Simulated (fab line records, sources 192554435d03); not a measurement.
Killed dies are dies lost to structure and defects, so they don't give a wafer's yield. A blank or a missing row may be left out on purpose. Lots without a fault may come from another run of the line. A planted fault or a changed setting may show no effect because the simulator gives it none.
fab line records | flow n5_finfet
record lots=11 wafers=28 last_day=19
route steps=1938 shown BEOL_M2@922 BEOL_M3@931 BEOL_M4@1111 PASSIVATION@1936
lots that met no fault: from a run of the same line without faults
start_h: hours from the record's first day to the start of the lot's first wafer shown | wait_h: hours since the lot's step before | " the same as in the row above | L1.1+2: a row that stands for several wafers | - no value, or no start given | * or withheld: withheld | < > ~ a bound
route shown NAME@n: a module of which the file shows steps, and the number in the route of the first | usual: mean/standard deviation of fault-free wafers | same: alike in all rows | chamber/n: place in a boat | sites: the reading at each site | _std_site: their standard deviation | _edge_site: outer sites' mean less inner sites' | radius_mm: how far each site lies from the wafer's centre | mask NAME#n: copy n | behind: the tool/chamber that last shaped the wafer | hold: why the lot was held/for how many hours/how that ended | device: the transistor (n, p or np) that didn't switch | end of line: the same wafers' tests at the end of the route | a step without rows: its recipe alone | killed: dies lost to structure and defects at the first sort, not the wafer's yield | map: a wafer's dies, x killed, . not, _ none there
set.NAME: the setting as run; set.NAME@STEP: as run at that earlier step | model.NAME: the simulator's own value behind a step, which no gauge read
steps of the route over a sample of lots; a table a step, a row a wafer
services: from which hour (start_h, from the record's first day; less than 0 if before it) a tool's chamber was out of use, for how many hours, and why
## steps
# step N5_BEOL_M2_ANNEAL_51
# recipe temp_c=225 time_s=90 ambient=N2
# usual wafer_temp_C_max=226.18/0.27
# columns lot.wafer tool chamber start_h wait_h wafer_temp_C_max
L958.1 rtp_anneal-01 0 158.16 0.1 226.34
L958.2 " 0 " " 226.14
L958.6 " 0 " " 225.82
L959.3 rtp_anneal-02 0 164.75 0.1 226.59
L959.6 " 0 " " 226.60
L961.3 rtp_anneal-02 0 166.77 0.1 226.32
L961.5 " 0 " " 226.15
L960.1 rtp_anneal-01 0 171.57 0.1 225.98
L960.5 " 0 " " 226.25
L964.1 rtp_anneal-01 0 180.32 0.1 226.30
L964.3 " 0 " " 226.33
L964.6 " 0 " " 226.23
L968.1 rtp_anneal-02 0 239.51 0.1 226.35
L968.4 " 0 " " 226.34
L969.1 rtp_anneal-01 0 239.81 0.1 225.77
L969.2 " 0 " " 225.95
L969.4 " 0 " " 226.34
L971.2 rtp_anneal-01 0 245.88 0.1 225.68
L971.3 " 0 " " 225.92
L971.5 " 0 " " 225.73
L970.1 rtp_anneal-02 0 246.37 0.1 226.24
L970.5 " 0 " " 226.36
L970.6 " 0 " " 225.88
L972.1 rtp_anneal-01 0 255.25 0.1 225.58
L972.3 " 0 " " 226.17
L972.4 " 0 " " 225.68
L979.1 rtp_anneal-02 0 288.45 0.1 226.16
L979.5 " 0 " " 226.26
# step N5_BEOL_M2_PRE_CLEAN_60
# recipe gas=NH3/H2 time_s=15 temp_c=* rf_power_w=300
# usual heater_power_w=81/27
# columns lot.wafer tool chamber start_h wait_h heater_power_w
L958.1 cvd_co-02 2 158.79 0.0 78
L958.2 " 0 " " 42
L958.6 " 1 " " 109
L959.3 cvd_co-01 1 165.29 0.0 77
L959.6 " 2 " " 114
L961.3 cvd_co-02 2 167.32 0.0 77
L961.5 " 0 " " 42
L960.1 cvd_co-02 1 172.20 0.0 109
L960.5 " 0 " " 43
L964.1 cvd_co-02 1 180.95 0.0 112
L964.3 " 2 " " 76
L964.6 " 2 " " 77
L968.1 cvd_co-02 1 240.14 0.0 112
L968.4 " 1 " " 111
L969.1 cvd_co-02 0 240.44 0.0 41
L969.2 " 2 " " 79
L969.4 " 2 " " 79
L971.2 cvd_co-02 2 246.46 0.0 81
L971.3 " 1 " " 115
L971.5 " 2 " " 79
L970.1 cvd_co-02 0 247.01 0.0 42
L970.5 " 0 " " 41
L970.6 " 1 " " 112
L972.1 cvd_co-02 1 255.89 0.1 114
L972.3 " 2 " " 80
L972.4 " 2 " " 80
L979.1 cvd_co-02 2 289.08 0.0 82
L979.5 " 0 " " 43
# step N5_BEOL_M3_ILD_DEP_00
# recipe material=SiOC target_thk_a=790 temp_c=350 precursor=DEMS/O2 pressure_torr=5 rf_w=500 time_s=15.3
# usual chamber_pressure_Torr=4.999/0.011 heater_power_w=448/69 showerhead_plenum_p_Torr=5.695/0.021 throttle_valve_pct=11.9/0.43
# columns lot.wafer tool chamber start_h wait_h chamber_pressure_Torr heater_power_w showerhead_plenum_p_Torr throttle_valve_pct
L958.1 pecvd-04 0 159.08 0.0 5.014 368 5.733 12.3
L958.2 " 2 " " 4.989 411 5.710 11.3
L958.6 " 0 " " 4.995 376 5.738 12.5
L959.3 pecvd-04 2 165.57 0.0 5.013 479 5.694 11.6
L959.6 " 0 " " 4.988 384 5.731 12.3
L961.3 pecvd-04 2 167.61 0.0 4.993 451 5.714 11.3
L961.5 " 0 " " 4.979 393 5.703 12.5
L960.1 pecvd-04 0 172.48 0.0 4.991 369 5.727 12.3
L960.5 " 1 " " 5.014 373 5.699 12.2
L964.1 pecvd-03 0 181.24 0.0 4.993 436 5.682 11.8
L964.3 " 2 " " 5.001 478 5.662 11.3
L964.6 " 2 " " 4.996 482 5.663 11.5
L968.1 pecvd-04 2 240.43 0.0 4.996 458 5.717 11.4
L968.4 " 1 " " 4.989 367 5.680 12.4
L969.1 pecvd-04 2 240.73 0.0 4.975 470 5.728 11.6
L969.2 " 0 " " 5.012 385 5.710 12.5
L969.4 " 0 " " 5.021 371 5.708 12.6
L971.2 pecvd-04 2 246.75 0.0 5.008 482 5.697 11.4
L971.3 " 2 " " 5.003 487 5.708 11.5
L971.5 " 2 " " 5.006 478 5.716 11.2
L970.1 pecvd-04 1 247.30 0.0 4.966 419 5.681 12.3
L970.5 " 1 " " 4.974 427 5.699 12.1
L970.6 " 2 " " 5.018 483 5.720 11.6
L972.1 pecvd-04 1 256.18 0.0 5.005 374 5.691 12.2
L972.3 " 2 " " 4.992 456 5.688 11.7
L972.4 " 0 " " 4.998 318 5.728 12.3
L979.1 pecvd-04 1 289.39 0.0 5.000 436 5.690 12.4
L979.5 " 1 " " 5.012 443 5.694 12.3
# step N5_BEOL_M3_THK_MEAS_01
# recipe reads=SiOC_of_BEOL_M3_ILD_DEP_00
# usual M3_ILD_THK=78.8/0.95
# columns lot.wafer tool chamber start_h wait_h M3_ILD_THK[nm]
L958.1 film_metro-02 - 159.14 0.0 78.4
L958.2 " - " " 77.5
L958.6 " - " " 79.5
L959.3 film_metro-02 - 165.64 0.1 78.2
L959.6 " - " " 80.3
L961.3 film_metro-01 - 167.68 0.1 77.1
L961.5 " - " " 79.8
L960.1 film_metro-02 - 172.55 0.0 78.3
L960.5 " - " " 80.0
L964.1 film_metro-01 - 181.31 0.0 78.3
L964.3 " - " " 78.1
L964.6 " - " " 78.7
L968.1 film_metro-02 - 240.50 0.0 78.4
L968.4 " - " " 79.2
L969.1 film_metro-01 - 240.79 0.0 79.0
L969.2 " - " " 79.9
L969.4 " - " " 80.8
L971.2 film_metro-01 - 246.83 0.1 77.6
L971.3 " - " " 79.0
L971.5 " - " " 78.7
L970.1 film_metro-02 - 247.38 0.1 115.2
L970.5 " - " " 116.4
L970.6 " - " " 80.3
L972.1 film_metro-02 - 256.25 0.0 114.7
L972.3 " - " " 78.7
L972.4 " - " " 79.3
L979.1 film_metro-01 - 289.46 0.0 113.6
L979.5 " - " " 116.3
# step N5_BEOL_M3_HM_DEP_02
# recipe material=TiN target_thk_a=200 temp_c=25 chamber_pressure_pa=0.49996
# usual throttle_valve_pct=30.7/1.3
# columns lot.wafer tool chamber start_h wait_h throttle_valve_pct
L958.1 pvd_sputter-01 - 160.60 1.4 31.6
L958.2 " - " " 33.1
L958.6 " - " " 29.6
L959.3 pvd_sputter-03 - 168.15 2.5 29.3
L959.6 " - " " 29.2
L961.3 pvd_sputter-01 - 168.80 1.1 29.7
L961.5 " - " " 32.9
L960.1 pvd_sputter-03 - 172.83 0.2 30.6
L960.5 " - " " 29.0
L964.1 pvd_sputter-01 - 182.38 1.0 30.6
L964.3 " - " " 33.0
L964.6 " - " " 29.9
L968.1 pvd_sputter-01 - 241.20 0.6 33.0
L968.4 " - " " 29.5
L969.1 pvd_sputter-02 - 242.98 2.1 31.8
L969.2 " - " " 28.5
L969.4 " - " " 30.0
L971.2 pvd_sputter-01 - 250.13 3.2 33.0
L971.3 " - " " 30.9
L971.5 " - " " 30.7
L970.1 pvd_sputter-01 - 250.27 2.8 30.8
L970.5 " - " " 29.5
L970.6 " - " " 33.1
L972.1 pvd_sputter-01 - 258.00 1.7 31.8
L972.3 " - " " 32.9
L972.4 " - " " 29.7
L979.1 pvd_sputter-03 - 293.76 4.2 31.1
L979.5 " - " " 29.2
# step N5_BEOL_M4_RC_MEAS_101
# usual DIBL_N=36.5/1.9 DIBL_P=36.4/2.2 IOFF_N=0.17/0.034 IOFF_P=0.21/0.036 ION_N=678/12 ION_P=462/7.1 SS_N=71.7/0.61 SS_P=73.4/0.71 VT_N=249/3.5 VT_P=-251/3
# columns lot.wafer tool chamber start_h wait_h DIBL_N[mV/V] DIBL_P[mV/V] IOFF_N[nA/um] IOFF_P[nA/um] ION_N[uA/um] ION_P[uA/um] SS_N[mV/dec] SS_P[mV/dec] VT_N[mV] VT_P[mV]
L958.1 prober-02 0 185.35 0.0 37.6 37.9 0.16 0.23 671 455 71.6 73.9 248 -250
L958.2 " 0 " " 40.3 40.5 0.23 0.27 691 471 71.8 75.4 243 -247
L958.6 " 0 " " 36.1 35.1 0.15 0.18 666 453 70.9 73.0 251 -253
L961.3 prober-01 0 193.03 0.3 34.2 34.7 0.15 0.20 675 464 70.5 72.9 249 -249
L961.5 " 0 " " 34.4 34.6 0.15 0.20 676 471 70.9 73.6 250 -248
L959.3 prober-02 0 204.51 0.3 39.2 39.0 0.22 0.23 689 462 72.0 74.0 246 -252
L959.6 " 0 " " 39.5 38.4 0.22 0.24 677 464 72.4 73.7 245 -252
L960.1 prober-01 0 208.65 0.0 32.0 31.3 0.11 0.16 660 462 70.6 72.4 256 -253
L960.5 " 0 " " 36.2 37.0 0.19 0.25 694 475 71.7 73.5 246 -248
L964.1 prober-02 0 238.07 0.0 34.9 34.9 0.15 0.20 681 470 71.3 73.2 247 -250
L964.3 " 0 " " 35.3 33.9 0.15 0.19 666 458 71.8 72.7 249 -248
L964.6 " 0 " " 34.3 33.7 0.14 0.19 667 469 71.0 72.7 250 -253
L968.1 prober-02 0 274.55 0.0 35.0 34.6 0.12 0.17 667 456 71.5 72.6 256 -254
L968.4 " 0 " " 35.8 35.2 0.13 0.18 664 452 71.1 72.2 254 -252
L969.1 prober-01 0 276.51 0.0 38.7 36.9 0.17 0.20 686 460 71.9 73.5 248 -252
L969.2 " 0 " " 37.4 35.4 0.15 0.18 657 455 71.2 73.8 254 -254
L969.4 " 0 " " 39.8 39.0 0.20 0.24 690 466 72.5 74.3 249 -252
L971.2 prober-02 0 282.68 0.2 39.9 40.4 0.25 0.28 707 470 72.9 75.2 245 -248
L971.3 " 0 " " 35.5 34.8 0.16 0.19 663 453 71.0 73.6 251 -251
L971.5 " 0 " " 37.2 36.8 0.18 0.23 674 462 72.1 74.4 249 -249
L970.6 prober-01 0 290.26 0.8 37.2 37.2 0.16 0.19 672 452 72.5 73.2 254 -253
L972.3 prober-02 0 294.90 0.3 38.1 39.5 0.18 0.24 683 474 72.7 73.6 252 -250
L972.4 " 0 " " 34.3 34.0 0.11 0.15 661 453 70.8 72.9 255 -255
# step N5_PASSIVATION_PROBE_49
# usual defect_limited_yield=91.0/1.5 killed_at_M0_to_M3=35/11 killed_at_M4_up=13/5 killed_at_contacts=12/5.9 killed_at_front_end=42/13 killed_at_other=3/3.2 killed_dies=106/18 killed_on_rim=14/4.2 killed_open=69/13 killed_short=35/8.9 sort_bin_5_function=5.2/0.95 sort_bin_6_memory=3.3/0.71 sort_n_pass=1074/18 sort_yield_pct=91.0/1.5
# same gross_dies=1180 killed_at_back_side=0 sort_bin_4_leakage[%]=0 sort_bin_8_speed[%]=0
# columns lot.wafer tool chamber start_h wait_h defect_limited_yield[%] killed_at_M0_to_M3 killed_at_M4_up killed_at_contacts killed_at_front_end killed_at_other killed_dies killed_on_rim killed_open killed_short sort_bin_5_function[%] sort_bin_6_memory[%] sort_n_pass sort_yield_pct[%]
L958.1 prober-01 - 291.25 0.0 88.6 41 15 6 64 8 134 19 70 60 6.9 3.8 1046 88.6
L958.2 prober-01 - 291.30 0.1 89.2 34 19 21 51 3 128 17 80 44 6.4 4.2 1052 89.2
L958.6 prober-01 - 291.50 0.3 89.2 42 12 12 49 12 127 12 73 51 6.0 4.0 1053 89.2
L959.3 prober-02 - 307.89 0.1 91.9 31 8 15 40 1 95 15 61 31 4.4 3.1 1085 91.9
L959.6 prober-02 - 308.04 0.3 88.3 42 19 23 46 8 138 18 89 47 6.4 4.7 1042 88.3
L961.3 prober-01 - 320.48 0.1 91.8 32 16 18 31 0 97 12 65 32 4.3 3.5 1083 91.8
L961.5 prober-01 - 320.58 0.2 91.2 29 19 8 48 0 104 13 73 25 4.4 3.6 1076 91.2
L960.1 prober-01 - 323.83 0.0 91.4 32 9 10 48 3 102 16 64 38 4.8 3.5 1078 91.4
L960.5 prober-01 - 324.03 0.2 90.8 27 19 10 47 6 109 12 65 43 5.2 3.4 1071 90.8
L964.1 prober-01 - 344.90 0.0 92.9 15 17 19 27 6 84 15 60 22 3.8 2.9 1096 92.9
L964.3 prober-01 - 345.00 0.1 91.6 18 12 26 43 0 99 14 72 27 5.3 2.9 1081 91.6
L964.6 prober-01 - 345.15 0.3 92.4 30 13 7 38 2 90 12 59 29 4.9 2.4 1090 92.4
L968.1 prober-02 - 390.60 0.0 90.5 28 12 15 57 0 112 14 84 27 5.2 4.1 1068 90.5
L968.4 prober-02 - 390.75 0.2 87.1 38 12 16 84 2 152 14 105 47 8.1 4.4 1028 87.1
L972.1 prober-02 - 402.34 0.0 0 1088 7 21 60 4 1180 152 86 27 96.3 3.4 0 0
L972.3 prober-02 - 402.44 0.1 92.3 30 9 8 35 9 91 15 52 31 4.3 2.6 1089 92.3
L972.4 prober-02 - 402.49 0.2 91.9 35 7 18 32 3 95 13 65 29 4.0 3.8 1085 91.9
L970.1 prober-01 - 409.01 0.0 0 1111 9 17 39 4 1180 152 73 32 96.1 3.7 0 0
L970.5 prober-01 - 409.21 0.2 0 1082 11 14 71 2 1180 152 91 30 95.6 4.2 0 0
L970.6 prober-01 - 409.26 0.3 92.5 27 10 4 47 1 89 13 62 24 4.0 2.9 1091 92.5
L979.1 prober-02 - 444.91 0.0 0 1122 8 13 32 5 1180 152 81 47 95.3 4.2 0 0
L979.5 prober-02 - 445.11 0.2 0 1128 17 8 22 5 1180 152 62 28 97.4 2.3 0 0
# killed by level:class
L958.1 FIN_SAQP:geometric_particle:short=23 BEOL_M0_SAQP:geometric_particle:open=14 FIN_SAQP:geometric_particle:open=13 BEOL_M0_SAQP:geometric_particle:short=11 STI_FIN_REVEAL:geometric_particle:open=8 BEOL_M2:geometric_particle:open=6 BEOL_M4:geometric_particle:open=6 STARTING-WAFER:geometric_particle:short=5
L958.2 MOL_CONTACT_COAG:geometric_particle:open=14 FIN_SAQP:geometric_particle:short=12 STI_FIN_REVEAL:geometric_particle:open=10 BEOL_M4:geometric_particle:open=9 BEOL_M0_SAQP:geometric_particle:open=8 BEOL_M0_SAQP:geometric_particle:short=8 MOL_CONTACT_COAG:geometric_particle:short=7 FIN_SAQP:geometric_particle:open=5
L958.6 FIN_SAQP:geometric_particle:short=19 FIN_SAQP:geometric_particle:open=14 BEOL_M2:geometric_particle:open=14 MOL_CONTACT_COAG:geometric_particle:open=10 BEOL_M0_SAQP:geometric_particle:short=7 BEOL_M1:geometric_particle:open=6 STI_FIN_REVEAL:geometric_particle:open=5 BEOL_M4:geometric_particle:open=5
L959.3 MOL_CONTACT_COAG:geometric_particle:open=14 BEOL_M0_SAQP:geometric_particle:open=10 FIN_SAQP:geometric_particle:open=9 GATE_CUT:geometric_particle:short=6 BEOL_M2:geometric_particle:open=6 BEOL_M0_SAQP:geometric_particle:short=5 FIN_SAQP:geometric_particle:short=3 DUMMY_GATE:geometric_particle:open=3
L959.6 MOL_CONTACT_COAG:geometric_particle:open=17 FIN_SAQP:geometric_particle:open=15 BEOL_M0_SAQP:geometric_particle:short=13 FIN_SAQP:geometric_particle:short=8 BEOL_M2:geometric_particle:open=8 MOL_CONTACT_COAG:geometric_particle:short=6 DUMMY_GATE:geometric_particle:open=5 BEOL_M3:geometric_particle:open=5
L961.3 MOL_CONTACT_COAG:geometric_particle:open=15 BEOL_M4:geometric_particle:open=9 BEOL_M3:geometric_particle:open=8 FIN_SAQP:geometric_particle:open=7 GATE_CUT:geometric_particle:short=5 BEOL_M1:geometric_particle:open=5 BEOL_M2:geometric_particle:open=5 BEOL_M2:geometric_particle:short=5
L961.5 FIN_SAQP:geometric_particle:open=10 BEOL_M4:geometric_particle:open=9 BEOL_M2:geometric_particle:open=8 DUMMY_GATE:geometric_particle:open=7 BEOL_M3:geometric_particle:open=7 MOL_CONTACT_COAG:geometric_particle:open=6 STI_FIN_REVEAL:geometric_particle:open=6 HKMG_FIN:area_etch=6
L960.1 BEOL_M3:geometric_particle:open=10 SPACER0:geometric_particle:open=9 FIN_SAQP:geometric_particle:short=8 STI_FIN_REVEAL:geometric_particle:open=8 MOL_CONTACT_COAG:geometric_particle:open=7 BEOL_M2:geometric_particle:open=6 GATE_CUT:geometric_particle:short=5 STI_FIN_REVEAL:geometric_particle:short=4
L960.5 FIN_SAQP:geometric_particle:short=16 FIN_SAQP:geometric_particle:open=11 BEOL_M4:geometric_particle:open=8 MOL_CONTACT_COAG:geometric_particle:open=8 STI_FIN_REVEAL:geometric_particle:open=7 BEOL_M3:geometric_particle:short=6 BEOL_M0_SAQP:geometric_particle:short=4 BEOL_M0:geometric_particle:open=3
L964.1 MOL_CONTACT_COAG:geometric_particle:open=18 BEOL_M4:geometric_particle:open=9 FIN_SAQP:geometric_particle:open=5 STI_FIN_REVEAL:geometric_particle:open=5 GATE_CUT:geometric_particle:open=5 BEOL_M0_SAQP:geometric_particle:open=5 GATE_CUT:geometric_particle:short=4 BEOL_M4:geometric_particle:short=4
L964.3 MOL_CONTACT_COAG:geometric_particle:open=20 FIN_SAQP:geometric_particle:short=11 STI_FIN_REVEAL:geometric_particle:open=10 BEOL_M5:geometric_particle:open=7 MOL_CONTACT_COAG:geometric_particle:short=6 GATE_CUT:geometric_particle:short=6 BEOL_M1:geometric_particle:open=6 BEOL_M2:geometric_particle:open=6
L964.6 BEOL_M2:geometric_particle:open=10 FIN_SAQP:geometric_particle:short=7 STI_FIN_REVEAL:geometric_particle:open=7 GATE_CUT:geometric_particle:short=7 MOL_CONTACT_COAG:geometric_particle:open=7 FIN_SAQP:geometric_particle:open=5 BEOL_M6:geometric_particle:open=5 DUMMY_GATE:geometric_particle:open=4
L968.1 STI_FIN_REVEAL:geometric_particle:open=23 MOL_CONTACT_COAG:geometric_particle:open=15 BEOL_M2:geometric_particle:open=8 BEOL_M1:geometric_particle:open=7 GATE_CUT:geometric_particle:open=5 BEOL_M3:geometric_particle:open=5 FIN_SAQP:geometric_particle:open=4 FIN_SAQP:geometric_particle:short=4
L968.4 STI_FIN_REVEAL:geometric_particle:open=29 FIN_SAQP:geometric_particle:short=18 BEOL_M3:geometric_particle:open=15 MOL_CONTACT_COAG:geometric_particle:open=12 FIN_SAQP:geometric_particle:open=8 BEOL_M1:geometric_particle:open=7 GATE_CUT:geometric_particle:short=7 BEOL_M2:geometric_particle:open=7
L972.1 BEOL_M3:area_dep=1065 FIN_SAQP:geometric_particle:open=19 MOL_CONTACT_COAG:geometric_particle:open=19 FIN_SAQP:geometric_particle:short=11 DUMMY_GATE:geometric_particle:open=10 STI_FIN_REVEAL:geometric_particle:open=7 BEOL_M0_SAQP:geometric_particle:open=7 BEOL_M2:geometric_particle:open=6
L972.3 BEOL_M3:geometric_particle:open=10 FIN_SAQP:geometric_particle:open=9 FIN_SAQP:geometric_particle:short=7 BEOL_M1:geometric_particle:open=6 MOL_CONTACT_COAG:geometric_particle:open=5 BEOL_M0_SAQP:geometric_particle:short=4 STARTING-WAFER:geometric_particle:short=4 HKMG_FIN:area_etch=4
L972.4 MOL_CONTACT_COAG:geometric_particle:open=13 STI_FIN_REVEAL:geometric_particle:open=7 DUMMY_GATE:geometric_particle:open=7 BEOL_M3:geometric_particle:open=7 BEOL_M2:geometric_particle:open=7 FIN_SAQP:geometric_particle:short=5 MOL_CONTACT_COAG:geometric_particle:short=5 BEOL_M0_SAQP:geometric_particle:open=5
L970.1 BEOL_M3:area_dep=1075 MOL_CONTACT_COAG:geometric_particle:open=12 FIN_SAQP:geometric_particle:open=11 BEOL_M0_SAQP:geometric_particle:short=10 DUMMY_GATE:geometric_particle:open=9 FIN_SAQP:geometric_particle:short=6 BEOL_M0_SAQP:geometric_particle:open=6 BEOL_M1:geometric_particle:open=6
L970.5 BEOL_M3:area_dep=1056 FIN_SAQP:geometric_particle:open=26 MOL_CONTACT_COAG:geometric_particle:open=13 FIN_SAQP:geometric_particle:short=9 STI_FIN_REVEAL:geometric_particle:open=9 DUMMY_GATE:geometric_particle:open=8 BEOL_M0_SAQP:geometric_particle:open=8 GATE_CUT:geometric_particle:short=5
L970.6 FIN_SAQP:geometric_particle:open=12 DUMMY_GATE:geometric_particle:open=8 BEOL_M2:geometric_particle:open=8 BEOL_M4:geometric_particle:open=5 BEOL_M0_SAQP:geometric_particle:short=5 STARTING-WAFER:geometric_particle:short=4 MOL_CONTACT_COAG:geometric_particle:open=4 FIN_SAQP:geometric_particle:short=4
L979.1 BEOL_M3:area_dep=1052 BEOL_M0_SAQP:geometric_particle:open=20 BEOL_M0_SAQP:geometric_particle:short=13 MOL_CONTACT_COAG:geometric_particle:open=11 BEOL_M2:geometric_particle:open=11 STI_FIN_REVEAL:geometric_particle:open=10 BEOL_M1:geometric_particle:open=10 BEOL_M1:geometric_particle:short=6
L979.5 BEOL_M3:area_dep=1090 BEOL_M1:geometric_particle:open=10 BEOL_M0_SAQP:geometric_particle:short=9 BEOL_M0_SAQP:geometric_particle:open=8 BEOL_M3:geometric_particle:open=8 MOL_CONTACT_COAG:geometric_particle:open=6 BEOL_M4:geometric_particle:open=6 FIN_SAQP:geometric_particle:open=5
## services
# columns tool chamber start_h hours kind
pecvd-03 1 143.08 5.5 scheduled_down
cvd_co-01 - 143.79 1.0 repair
pvd_sputter-03 - 157.03 5.4 repair
cvd_co-01 - 178.62 0.5 repair
pecvd-03 0 211.56 3.5 repair
cvd_co-01 - 219.89 0.2 repair
pecvd-03 - 222.51 6.0 pm
pvd_sputter-02 - 229.10 4.9 repair
pecvd-04 0 245.24 6.4 repair
pvd_sputter-01 - 264.67 2.1 repair
pecvd-03 1 278.44 12.3 repair
## key
first_sign step=N5_BEOL_M3_THK_MEAS_01 reading=M3_ILD_THK direction=up sigmas=38 usual=78.8 struck=115.2
effect step=N5_PASSIVATION_PROBE_49 reading=killed_at_M0_to_M3 direction=up sigmas=98 usual=35 struck=1106
more_kills_born_at N5_BEOL_M3_ILD_DEP_00@pecvd-04=5338
met_at N5_BEOL_M3_ILD_DEP_00
struck_lots L970,L972,L979
struck_wafers L970.1,L970.5,L972.1,L979.1,L979.5
later_rows_left_out L970.1,L970.5,L972.1,L979.1,L979.5
not_acting_at N5_BEOL_M2_ANNEAL_51,N5_BEOL_M2_PRE_CLEAN_60,N5_BEOL_M3_HM_DEP_02
onset_between 246.75 247.30
fault kind=process_parameter_drift tool=pecvd-04 chamber=- onset_h=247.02 steps=N5_BEOL_M3_ILD_DEP_00 channel=time_s offset=* shape=step end_h=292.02 scope=struck_wafers_only acts_in=* stated=*
# later_rows_left_out: the simulator's readings of these wafers behind a module that went badly wrong aren't trusted and aren't shown, but for the sort
